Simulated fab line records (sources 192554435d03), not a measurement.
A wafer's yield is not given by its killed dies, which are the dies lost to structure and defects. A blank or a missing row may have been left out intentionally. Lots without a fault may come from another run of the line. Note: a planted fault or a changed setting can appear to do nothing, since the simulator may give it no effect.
Matching of chambers + flow n5Finfet + 4 sister chambers for N5_BEOL_M0_STRIP_142 on rieDiel-01
The step strips in N2/H2, time 10 s. 8 wafers are shown with their chamber, then 10 later ones without.

== WAFERS PAIRED WITH THEIR CHAMBERS ==
| wafer  | chamber | showerheadPlenumPTorr (Torr) | throttleValvePct (%) |
|--------|---------|------------------------------|----------------------|
| L074.4 | 0       | 2.65                         | 23.8                 |
| L080.1 | 2       | 2.59                         | 23.6                 |
| L084.6 | 2       | 2.59                         | 23.6                 |
| L087.1 | 1       | 2.40                         | 23.2                 |
| L087.3 | 3       | 2.50                         | 24.1                 |
| L087.5 | 1       | 2.40                         | 23.2                 |
| L089.3 | 0       | 2.64                         | 23.9                 |
| L089.4 | 3       | 2.50                         | 24.1                 |

== WAFERS MISSING THEIR CHAMBER ==
| wafer  | showerheadPlenumPTorr (Torr) | throttleValvePct (%) |
|--------|------------------------------|----------------------|
| L089.6 | 2.50                         | 24.2                 |
| L090.1 | 2.64                         | 23.9                 |
| L090.4 | 2.39                         | 23.2                 |
| L090.6 | 2.58                         | 23.6                 |
| L094.2 | 2.39                         | 23.2                 |
| L094.5 | 2.50                         | 24.2                 |
| L094.6 | 2.63                         | 23.9                 |
| L095.1 | 2.50                         | 24.1                 |
| L095.3 | 2.39                         | 23.2                 |
| L095.4 | 2.63                         | 23.9                 |

== WHICH CHAMBER EACH WENT THROUGH ==
| wafer  | from the rows above | in truth |
|--------|---------------------|----------|
| L089.6 | 3                   | 3        |
| L090.1 | 0                   | 0        |
| L090.4 | 1                   | 1        |
| L090.6 | 2                   | 2        |
| L094.2 | 1                   | 1        |
| L094.5 | 3                   | 3        |
| L094.6 | 0                   | 0        |
| L095.1 | 3                   | 3        |
| L095.3 | 1                   | 1        |
| L095.4 | 0                   | 0        |
10 of 10 placed correctly. Left unplaced by these rows: 0. Number placed wrongly: 0.
How it was worked out, from the rows above alone: a wafer's distance from a chamber is the root of the sum, over the readings, of the square of ((its reading less the chamber's mean) divided by the reading's scatter). If the next closest chamber is less than 2 further off than the closest, the wafer can't be placed; otherwise it belongs to the closest. The mean given for a chamber averages the wafers shown for that chamber. The scatter: the root of (the sum of the squares of (reading less its chamber's mean) over the shown wafers, divided by (wafers less chambers)).
